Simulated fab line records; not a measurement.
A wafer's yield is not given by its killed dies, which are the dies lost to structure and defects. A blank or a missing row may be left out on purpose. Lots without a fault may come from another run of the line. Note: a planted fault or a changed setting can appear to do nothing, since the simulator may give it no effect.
fab line records :: flow n5_finfet :: part 2 of 2: steps 17 to 17 of 17
[record]
  lots = 6
  wafers = 18
  last_day = 18
route steps=1938 shown FIN_CUT@164 BEOL_M4@1111 PASSIVATION@1936
lots with no fault: from the same line, run without faults
start_h: hours from the record's opening day to when the first of the lot's shown wafers began :: wait_h: hours since the lot's step before :: " as in the row above :: L1.1+2: a single row standing in for several wafers :: - no value, or no start was given :: * or withheld: withheld :: < > ~ a bound
route shown NAME@n: a module of which the file shows steps, and the number in the route of the first :: usual: mean/standard deviation taken from wafers without a fault :: same: alike in all rows :: chamber/n: place in a boat :: sites: per-site readings :: _std_site: standard deviation across them :: _edge_site: the outer-site mean with the inner-site mean subtracted :: radius_mm: how far each site lies from the wafer's centre :: mask NAME#n: copy n :: behind: the tool/chamber that last shaped the wafer :: hold: reason for holding the lot/hours on hold/outcome of the hold :: device: which transistor (n, p or np) failed to switch :: end of line: the same wafers' tests at the end of the route :: a step with no rows: only its recipe :: killed: the dies lost at the first sort to structure and to defects; this is not the yield of the wafer :: map: the dies of a wafer, with x for killed, . for not killed, _ for no die there
set.NAME: the setting that was run; set.NAME@STEP: the one run at that earlier step :: model.NAME: the simulator's own value behind a step, which no gauge read
lots at selected steps of the route; one table per step, one row per wafer
services: from which hour (start_h, from the record's first day; less than 0 if before it) a tool's chamber was out of use, for how many hours, and why
[[steps]]
[step N5_PASSIVATION_PROBE_49]
[usual]
  defect_limited_yield = 91.1/1.3
  killed_at_M0_to_M3 = 32/9.7
  killed_at_M4_up = 16/6
  killed_at_contacts = 12/5.9
  killed_at_front_end = 41/11
  killed_at_other = 4/3.1
  killed_dies = 104/16
  killed_on_rim = 14/4
  killed_open = 68/12
  killed_short = 34/7.4
  sort_bin_5_function = 5.1/0.85
  sort_bin_6_memory = 3.3/0.66
  sort_bin_8_speed = 0.1/0.53
  sort_n_pass = 1075/16
  sort_yield_pct = 91.1/1.4
[same]
  gross_dies = 1180
  killed_at_back_side = 0
  sort_bin_4_leakage[%] = 0
lot.wafer: L385.1
tool: prober-01
chamber: -
start_h: 309.94
wait_h: 0.0
defect_limited_yield[%]: 90.8
killed_at_M0_to_M3: 35
killed_at_M4_up: 11
killed_at_contacts: 11
killed_at_front_end: 48
killed_at_other: 4
killed_dies: 109
killed_on_rim: 17
killed_open: 71
killed_short: 34
sort_bin_5_function[%]: 5.4
sort_bin_6_memory[%]: 3.6
sort_bin_8_speed[%]: 0
sort_n_pass: 1071
sort_yield_pct[%]: 90.8

lot.wafer: L385.5
tool: prober-01
chamber: -
start_h: 310.14
wait_h: 0.2
defect_limited_yield[%]: 90.8
killed_at_M0_to_M3: 31
killed_at_M4_up: 22
killed_at_contacts: 7
killed_at_front_end: 47
killed_at_other: 1
killed_dies: 108
killed_on_rim: 15
killed_open: 70
killed_short: 35
sort_bin_5_function[%]: 6.0
sort_bin_6_memory[%]: 2.8
sort_bin_8_speed[%]: 0
sort_n_pass: 1072
sort_yield_pct[%]: 90.8

lot.wafer: L385.6
tool: prober-01
chamber: -
start_h: 310.19
wait_h: 0.3
defect_limited_yield[%]: 88.4
killed_at_M0_to_M3: 35
killed_at_M4_up: 16
killed_at_contacts: 15
killed_at_front_end: 66
killed_at_other: 5
killed_dies: 137
killed_on_rim: 24
killed_open: 86
killed_short: 46
sort_bin_5_function[%]: 6.6
sort_bin_6_memory[%]: 4.7
sort_bin_8_speed[%]: 0
sort_n_pass: 1043
sort_yield_pct[%]: 88.4

lot.wafer: L389.2
tool: prober-02
chamber: -
start_h: 319.61
wait_h: 0.2
defect_limited_yield[%]: 90.8
killed_at_M0_to_M3: 27
killed_at_M4_up: 13
killed_at_contacts: 14
killed_at_front_end: 53
killed_at_other: 1
killed_dies: 108
killed_on_rim: 11
killed_open: 60
killed_short: 42
sort_bin_5_function[%]: 4.7
sort_bin_6_memory[%]: 3.7
sort_bin_8_speed[%]: 0
sort_n_pass: 1072
sort_yield_pct[%]: 90.8

lot.wafer: L389.5
tool: prober-02
chamber: -
start_h: 319.76
wait_h: 0.4
defect_limited_yield[%]: 92.1
killed_at_M0_to_M3: 44
killed_at_M4_up: 11
killed_at_contacts: 13
killed_at_front_end: 22
killed_at_other: 3
killed_dies: 93
killed_on_rim: 11
killed_open: 64
killed_short: 28
sort_bin_5_function[%]: 5.3
sort_bin_6_memory[%]: 2.5
sort_bin_8_speed[%]: 0
sort_n_pass: 1087
sort_yield_pct[%]: 92.1

lot.wafer: L389.6
tool: prober-02
chamber: -
start_h: 319.81
wait_h: 0.4
defect_limited_yield[%]: 91.4
killed_at_M0_to_M3: 38
killed_at_M4_up: 7
killed_at_contacts: 7
killed_at_front_end: 46
killed_at_other: 3
killed_dies: 101
killed_on_rim: 20
killed_open: 62
killed_short: 30
sort_bin_5_function[%]: 4.6
sort_bin_6_memory[%]: 3.0
sort_bin_8_speed[%]: 0
sort_n_pass: 1079
sort_yield_pct[%]: 91.4

lot.wafer: L395.1
tool: prober-01
chamber: -
start_h: 367.56
wait_h: 0.0
defect_limited_yield[%]: 89.4
killed_at_M0_to_M3: 37
killed_at_M4_up: 9
killed_at_contacts: 2
killed_at_front_end: 68
killed_at_other: 9
killed_dies: 125
killed_on_rim: 17
killed_open: 78
killed_short: 36
sort_bin_5_function[%]: 5.6
sort_bin_6_memory[%]: 3.7
sort_bin_8_speed[%]: 0
sort_n_pass: 1055
sort_yield_pct[%]: 89.4

lot.wafer: L395.3
tool: prober-01
chamber: -
start_h: 367.66
wait_h: 0.1
defect_limited_yield[%]: 91.8
killed_at_M0_to_M3: 38
killed_at_M4_up: 9
killed_at_contacts: 6
killed_at_front_end: 39
killed_at_other: 5
killed_dies: 97
killed_on_rim: 12
killed_open: 68
killed_short: 29
sort_bin_5_function[%]: 5.3
sort_bin_6_memory[%]: 2.6
sort_bin_8_speed[%]: 0
sort_n_pass: 1083
sort_yield_pct[%]: 91.8

lot.wafer: L395.4
tool: prober-01
chamber: -
start_h: 367.71
wait_h: 0.2
defect_limited_yield[%]: 92.3
killed_at_M0_to_M3: 27
killed_at_M4_up: 11
killed_at_contacts: 4
killed_at_front_end: 44
killed_at_other: 5
killed_dies: 91
killed_on_rim: 6
killed_open: 67
killed_short: 24
sort_bin_5_function[%]: 4.0
sort_bin_6_memory[%]: 3.5
sort_bin_8_speed[%]: 0
sort_n_pass: 1089
sort_yield_pct[%]: 92.3

lot.wafer: L396.1
tool: prober-02
chamber: -
start_h: 376.91
wait_h: 0.0
defect_limited_yield[%]: 91.6
killed_at_M0_to_M3: 32
killed_at_M4_up: 16
killed_at_contacts: 5
killed_at_front_end: 37
killed_at_other: 9
killed_dies: 99
killed_on_rim: 9
killed_open: 61
killed_short: 38
sort_bin_5_function[%]: 5.3
sort_bin_6_memory[%]: 2.7
sort_bin_8_speed[%]: 0
sort_n_pass: 1081
sort_yield_pct[%]: 91.6

lot.wafer: L396.4
tool: prober-02
chamber: -
start_h: 377.06
wait_h: 0.2
defect_limited_yield[%]: 87.4
killed_at_M0_to_M3: 47
killed_at_M4_up: 41
killed_at_contacts: 17
killed_at_front_end: 43
killed_at_other: 1
killed_dies: 149
killed_on_rim: 10
killed_open: 113
killed_short: 36
sort_bin_5_function[%]: 7.6
sort_bin_6_memory[%]: 4.8
sort_bin_8_speed[%]: 0
sort_n_pass: 1031
sort_yield_pct[%]: 87.4

lot.wafer: L396.5
tool: prober-02
chamber: -
start_h: 377.11
wait_h: 0.2
defect_limited_yield[%]: 91.6
killed_at_M0_to_M3: 25
killed_at_M4_up: 14
killed_at_contacts: 23
killed_at_front_end: 37
killed_at_other: 0
killed_dies: 99
killed_on_rim: 13
killed_open: 65
killed_short: 30
sort_bin_5_function[%]: 4.4
sort_bin_6_memory[%]: 3.6
sort_bin_8_speed[%]: 0.1
sort_n_pass: 1081
sort_yield_pct[%]: 91.6

lot.wafer: L399.2
tool: prober-02
chamber: -
start_h: 394.70
wait_h: 0.1
defect_limited_yield[%]: 91.4
killed_at_M0_to_M3: 34
killed_at_M4_up: 16
killed_at_contacts: 10
killed_at_front_end: 40
killed_at_other: 1
killed_dies: 101
killed_on_rim: 15
killed_open: 74
killed_short: 26
sort_bin_5_function[%]: 4.9
sort_bin_6_memory[%]: 3.5
sort_bin_8_speed[%]: 0
sort_n_pass: 1079
sort_yield_pct[%]: 91.4

lot.wafer: L399.4
tool: prober-02
chamber: -
start_h: 394.80
wait_h: 0.2
defect_limited_yield[%]: 92.2
killed_at_M0_to_M3: 35
killed_at_M4_up: 5
killed_at_contacts: 20
killed_at_front_end: 31
killed_at_other: 1
killed_dies: 92
killed_on_rim: 8
killed_open: 58
killed_short: 32
sort_bin_5_function[%]: 5.7
sort_bin_6_memory[%]: 1.9
sort_bin_8_speed[%]: 0
sort_n_pass: 1088
sort_yield_pct[%]: 92.2

lot.wafer: L399.6
tool: prober-02
chamber: -
start_h: 394.90
wait_h: 0.3
defect_limited_yield[%]: 93.1
killed_at_M0_to_M3: 12
killed_at_M4_up: 21
killed_at_contacts: 12
killed_at_front_end: 35
killed_at_other: 2
killed_dies: 82
killed_on_rim: 11
killed_open: 62
killed_short: 18
sort_bin_5_function[%]: 4.2
sort_bin_6_memory[%]: 2.5
sort_bin_8_speed[%]: 0
sort_n_pass: 1098
sort_yield_pct[%]: 93.1

lot.wafer: L405.1
tool: prober-01
chamber: -
start_h: 430.47
wait_h: 0.0
defect_limited_yield[%]: 90.1
killed_at_M0_to_M3: 37
killed_at_M4_up: 13
killed_at_contacts: 16
killed_at_front_end: 34
killed_at_other: 17
killed_dies: 117
killed_on_rim: 15
killed_open: 80
killed_short: 37
sort_bin_5_function[%]: 6.4
sort_bin_6_memory[%]: 3.2
sort_bin_8_speed[%]: 0
sort_n_pass: 1063
sort_yield_pct[%]: 90.1

lot.wafer: L405.2
tool: prober-01
chamber: -
start_h: 430.52
wait_h: 0.1
defect_limited_yield[%]: 90.8
killed_at_M0_to_M3: 22
killed_at_M4_up: 21
killed_at_contacts: 10
killed_at_front_end: 48
killed_at_other: 8
killed_dies: 109
killed_on_rim: 17
killed_open: 57
killed_short: 45
sort_bin_5_function[%]: 5.6
sort_bin_6_memory[%]: 2.7
sort_bin_8_speed[%]: 0
sort_n_pass: 1071
sort_yield_pct[%]: 90.8

lot.wafer: L405.3
tool: prober-01
chamber: -
start_h: 430.57
wait_h: 0.1
defect_limited_yield[%]: 90.7
killed_at_M0_to_M3: 36
killed_at_M4_up: 16
killed_at_contacts: 12
killed_at_front_end: 36
killed_at_other: 10
killed_dies: 110
killed_on_rim: 14
killed_open: 72
killed_short: 38
sort_bin_5_function[%]: 5.2
sort_bin_6_memory[%]: 3.7
sort_bin_8_speed[%]: 0
sort_n_pass: 1070
sort_yield_pct[%]: 90.7
// killed by level:class
L385.1 FIN_SAQP:geometric_particle:open=21 FIN_SAQP:geometric_particle:short=9 MOL_CONTACT_COAG:geometric_particle:open=9 BEOL_M0_SAQP:geometric_particle:open=7 BEOL_M0_SAQP:geometric_particle:short=7 BEOL_M0:geometric_particle:open=6 STI_FIN_REVEAL:geometric_particle:open=5 BEOL_M1:geometric_particle:short=5
L385.5 FIN_SAQP:geometric_particle:open=14 BEOL_M4:geometric_particle:open=12 FIN_SAQP:geometric_particle:short=10 BEOL_M0_SAQP:geometric_particle:short=10 STI_FIN_REVEAL:geometric_particle:open=7 MOL_CONTACT_COAG:geometric_particle:open=6 BEOL_M3:geometric_particle:open=6 BEOL_M0_SAQP:geometric_particle:open=5
L385.6 FIN_SAQP:geometric_particle:open=27 FIN_SAQP:geometric_particle:short=14 MOL_CONTACT_COAG:geometric_particle:open=11 BEOL_M2:geometric_particle:open=8 BEOL_M4:geometric_particle:open=8 GATE_CUT:geometric_particle:short=6 BEOL_M0_SAQP:geometric_particle:open=6 BEOL_M0_SAQP:geometric_particle:short=5
L389.2 FIN_SAQP:geometric_particle:short=16 FIN_SAQP:geometric_particle:open=12 MOL_CONTACT_COAG:geometric_particle:open=8 BEOL_M4:geometric_particle:open=8 MOL_CONTACT_COAG:geometric_particle:short=5 BEOL_M1:geometric_particle:open=5 HKMG_FIN:area_etch=5 STARTING-WAFER:geometric_particle:open=4
L389.5 BEOL_M0_SAQP:geometric_particle:open=11 FIN_SAQP:geometric_particle:short=9 MOL_CONTACT_COAG:geometric_particle:open=9 BEOL_M0_SAQP:geometric_particle:short=7 BEOL_M1:geometric_particle:open=7 BEOL_M3:geometric_particle:open=7 FIN_SAQP:geometric_particle:open=5 BEOL_M4:geometric_particle:open=5
L389.6 BEOL_M0_SAQP:geometric_particle:short=10 HKMG_FIN:area_etch=9 BEOL_M0_SAQP:geometric_particle:open=8 BEOL_M1:geometric_particle:open=8 FIN_SAQP:geometric_particle:open=7 STI_FIN_REVEAL:geometric_particle:open=6 MOL_CONTACT_COAG:geometric_particle:open=6 FIN_SAQP:geometric_particle:short=5
L395.1 FIN_SAQP:geometric_particle:open=18 BEOL_M2:geometric_particle:open=12 FIN_SAQP:geometric_particle:short=11 HKMG_FIN:area_etch=10 GATE_CUT:geometric_particle:open=8 BEOL_M0:geometric_particle:open=7 BEOL_M0_SAQP:geometric_particle:open=7 GATE_CUT:geometric_particle:short=6
L395.3 FIN_SAQP:geometric_particle:open=15 BEOL_M1:geometric_particle:open=8 FIN_SAQP:geometric_particle:short=7 BEOL_M2:geometric_particle:open=7 BEOL_M0_SAQP:geometric_particle:open=6 BEOL_M0:geometric_particle:open=5 STI_FIN_REVEAL:geometric_particle:open=4 MOL_CONTACT_COAG:geometric_particle:open=4
L395.4 FIN_SAQP:geometric_particle:open=14 GATE_CUT:geometric_particle:open=7 BEOL_M2:geometric_particle:open=7 ILD0:geometric_particle:open=6 BEOL_M0_SAQP:geometric_particle:open=6 BEOL_M0_SAQP:geometric_particle:short=6 BEOL_M4:geometric_particle:open=6 STARTING-WAFER:geometric_particle:open=5
L396.1 STI_FIN_REVEAL:geometric_particle:open=12 BEOL_M1:geometric_particle:open=7 BEOL_M4:geometric_particle:open=6 FIN_SAQP:geometric_particle:short=5 MOL_CONTACT_COAG:geometric_particle:open=5 PASS1_CAP:geometric_particle:open=5 STARTING-WAFER:geometric_particle:short=5 STI_FIN_REVEAL:geometric_particle:short=4
L396.4 BEOL_M4:geometric_particle:open=26 BEOL_M3:geometric_particle:open=19 STI_FIN_REVEAL:geometric_particle:open=15 MOL_CONTACT_COAG:geometric_particle:open=13 FIN_SAQP:geometric_particle:open=6 DUMMY_GATE:geometric_particle:open=6 BEOL_M3:geometric_particle:short=6 BEOL_M2:geometric_particle:open=6
L396.5 MOL_CONTACT_COAG:geometric_particle:open=13 MOL_CONTACT_COAG:geometric_particle:short=10 STI_FIN_REVEAL:geometric_particle:open=9 FIN_SAQP:geometric_particle:open=6 BEOL_M3:geometric_particle:open=6 DUMMY_GATE:geometric_particle:open=5 BEOL_M1:geometric_particle:open=5 GATE_CUT:geometric_particle:short=4
L399.2 STI_FIN_REVEAL:geometric_particle:open=12 FIN_SAQP:geometric_particle:open=10 MOL_CONTACT_COAG:geometric_particle:open=10 BEOL_M0_SAQP:geometric_particle:open=8 BEOL_M0:geometric_particle:open=8 BEOL_M0_SAQP:geometric_particle:short=6 BEOL_M4:geometric_particle:open=5 BEOL_M0:geometric_particle:short=5
L399.4 MOL_CONTACT_COAG:geometric_particle:open=17 BEOL_M0_SAQP:geometric_particle:open=8 FIN_SAQP:geometric_particle:open=6 GATE_CUT:geometric_particle:short=6 BEOL_M2:geometric_particle:open=5 BEOL_M3:geometric_particle:open=5 STI_FIN_REVEAL:geometric_particle:open=4 BEOL_M1:geometric_particle:open=4
L399.6 STI_FIN_REVEAL:geometric_particle:open=12 BEOL_M4:geometric_particle:open=11 MOL_CONTACT_COAG:geometric_particle:open=10 FIN_SAQP:geometric_particle:open=6 BEOL_M0_SAQP:geometric_particle:short=6 DUMMY_GATE:geometric_particle:open=5 BEOL_M2:geometric_particle:open=5 FIN_CUT:geometric_particle:short=2
L405.1 MOL_CONTACT_COAG:geometric_particle:open=12 FIN_SAQP:geometric_particle:open=9 BEOL_M0_SAQP:geometric_particle:open=9 BEOL_M4:geometric_particle:open=6 BEOL_M2:geometric_particle:short=6 BEOL_M2:geometric_particle:open=6 PASS1_CAP:geometric_particle:short=6 STARTING-WAFER:geometric_particle:open=6
L405.2 FIN_SAQP:geometric_particle:open=10 BEOL_M4:geometric_particle:open=9 FIN_SAQP:geometric_particle:short=8 HKMG_FIN:area_etch=7 MOL_CONTACT_COAG:geometric_particle:open=6 STI_FIN_REVEAL:geometric_particle:open=5 BEOL_M1:geometric_particle:short=5 BEOL_M4:geometric_particle:short=5
L405.3 STI_FIN_REVEAL:geometric_particle:open=12 MOL_CONTACT_COAG:geometric_particle:open=9 FIN_SAQP:geometric_particle:open=7 BEOL_M1:geometric_particle:open=7 BEOL_M2:geometric_particle:open=6 BEOL_M3:geometric_particle:short=6 FIN_SAQP:geometric_particle:short=5 BEOL_M0_SAQP:geometric_particle:open=5
[[services]]
tool: rie_si-04
chamber: 0
start_h: 27.24
hours: 12.2
kind: repair

tool: rie_diel-02
chamber: 1
start_h: 37.33
hours: 11.9
kind: repair

tool: vapor_etch-02
chamber: -
start_h: 39.39
hours: 0.2
kind: repair

tool: rie_si-05
chamber: 0
start_h: 42.00
hours: 15.4
kind: repair

tool: rie_diel-02
chamber: -
start_h: 53.57
hours: 1.2
kind: repair

tool: rie_diel-01
chamber: 1
start_h: 55.31
hours: -
kind: clean

tool: rie_diel-01
chamber: 1
start_h: 55.31
hours: -
kind: consumable_replace:focus_ring

tool: rie_diel-01
chamber: 1
start_h: 55.31
hours: 27.1
kind: scheduled_down

tool: rie_diel-01
chamber: 1
start_h: 55.31
hours: 27.1
kind: vent_cycle

tool: rie_si-05
chamber: 2
start_h: 90.35
hours: 12.3
kind: repair

tool: rie_si-05
chamber: 0
start_h: 95.30
hours: 2.4
kind: repair

tool: rie_si-02
chamber: 0
start_h: 114.51
hours: 2.6
kind: repair

tool: rie_diel-02
chamber: 2
start_h: 114.71
hours: 9.7
kind: repair

tool: rie_diel-03
chamber: 1
start_h: 142.19
hours: -
kind: clean

tool: rie_diel-03
chamber: 1
start_h: 142.19
hours: -
kind: consumable_replace:focus_ring

tool: rie_diel-03
chamber: 1
start_h: 142.19
hours: 18.4
kind: scheduled_down

tool: rie_diel-03
chamber: 1
start_h: 142.19
hours: 18.4
kind: vent_cycle

tool: rie_diel-01
chamber: 0
start_h: 143.73
hours: -
kind: clean

tool: rie_diel-01
chamber: 0
start_h: 143.73
hours: -
kind: consumable_replace:focus_ring

tool: rie_diel-01
chamber: 0
start_h: 143.73
hours: 12.9
kind: scheduled_down

tool: rie_diel-01
chamber: 0
start_h: 143.73
hours: 12.9
kind: vent_cycle

tool: rie_si-04
chamber: 2
start_h: 156.14
hours: 6.2
kind: repair
